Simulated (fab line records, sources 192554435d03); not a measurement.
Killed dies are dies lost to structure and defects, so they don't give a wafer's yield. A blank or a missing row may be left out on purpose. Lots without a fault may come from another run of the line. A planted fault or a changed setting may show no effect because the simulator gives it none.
Chamber matching | flow n5_finfet | N5_BEOL_M3_STRIP_19 on rie_diel-06: 4 sister chambers
The step strips in O2. 14 wafers are shown with their chamber, then 7 later ones without.

WAFERS WITH THEIR CHAMBER
wafer  | chamber | throttle_valve_pct (%) | showerhead_plenum_p_Torr (Torr) | oes_product_au (a.u.)
L075.2 | 2       | 16.51                  | 2.21                            | 0.75
L075.4 | 0       | 16.35                  | 2.16                            | 0.91
L075.6 | 2       | 16.50                  | 2.21                            | 0.76
L077.1 | 1       | 16.79                  | 1.96                            | 0.67
L077.3 | 2       | 16.50                  | 2.21                            | 0.75
L077.6 | 0       | 16.36                  | 2.16                            | 0.90
L080.1 | 3       | 16.91                  | 2.03                            | 0.84
L080.3 | 2       | 16.51                  | 2.21                            | 0.74
L080.6 | 3       | 16.91                  | 2.03                            | 0.84
L093.1 | 1       | 16.40                  | 2.21                            | 0.92
L093.2 | 0       | 16.41                  | 2.15                            | 0.85
L093.4 | 2       | 16.56                  | 2.20                            | 0.72
L094.1 | 1       | 16.40                  | 2.21                            | 0.92
L094.2 | 2       | 16.57                  | 2.20                            | 0.73

SIGNATURES (means of the wafers above)
reading                  | chamber 0 | chamber 1 | chamber 2 | chamber 3 | scatter within a chamber
throttle_valve_pct       | 16.3733   | 16.5300   | 16.5250   | 16.9100   | 0.104
showerhead_plenum_p_Torr | 2.1567    | 2.1267    | 2.2067    | 2.0300    | 0.0647
oes_product_au           | 0.8867    | 0.8367    | 0.7417    | 0.8400    | 0.0669
Rule: a wafer's distance from a chamber is the root of the sum, over the readings, of the square of ((its reading less the chamber's mean) divided by the reading's scatter). The wafer belongs to the nearest chamber; if the next one is less than 2 further off, it can't be placed. The scatter: the root of (the sum of the squares of (reading less its chamber's mean) over the shown wafers, divided by (wafers less chambers)).

WAFERS WITHOUT THEIR CHAMBER
wafer  | throttle_valve_pct (%) | showerhead_plenum_p_Torr (Torr) | oes_product_au (a.u.)
L094.5 | 16.41                  | 2.15                            | 0.85
L096.2 | 16.40                  | 2.14                            | 0.84
L096.3 | 16.96                  | 2.02                            | 0.80
L096.4 | 16.56                  | 2.20                            | 0.73
L097.2 | 16.40                  | 2.21                            | 0.92
L097.4 | 16.57                  | 2.20                            | 0.72
L097.5 | 16.94                  | 2.02                            | 0.80

WHICH CHAMBER EACH WENT THROUGH
wafer  | from the rows above          | in truth
L094.5 | can't be placed: 0 or 1 or 2 | 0
L096.2 | can't be placed: 0 or 1 or 2 | 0
L096.3 | 3                            | 3
L096.4 | can't be placed: 2 or 1      | 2
L097.2 | can't be placed: 0 or 1 or 2 | 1
L097.4 | can't be placed: 2 or 1      | 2
L097.5 | 3                            | 3
Placed correctly: 2 of 7. Can't be placed from these rows: 5 (the true chamber is among the candidates in 5). Placed wrongly: 0.
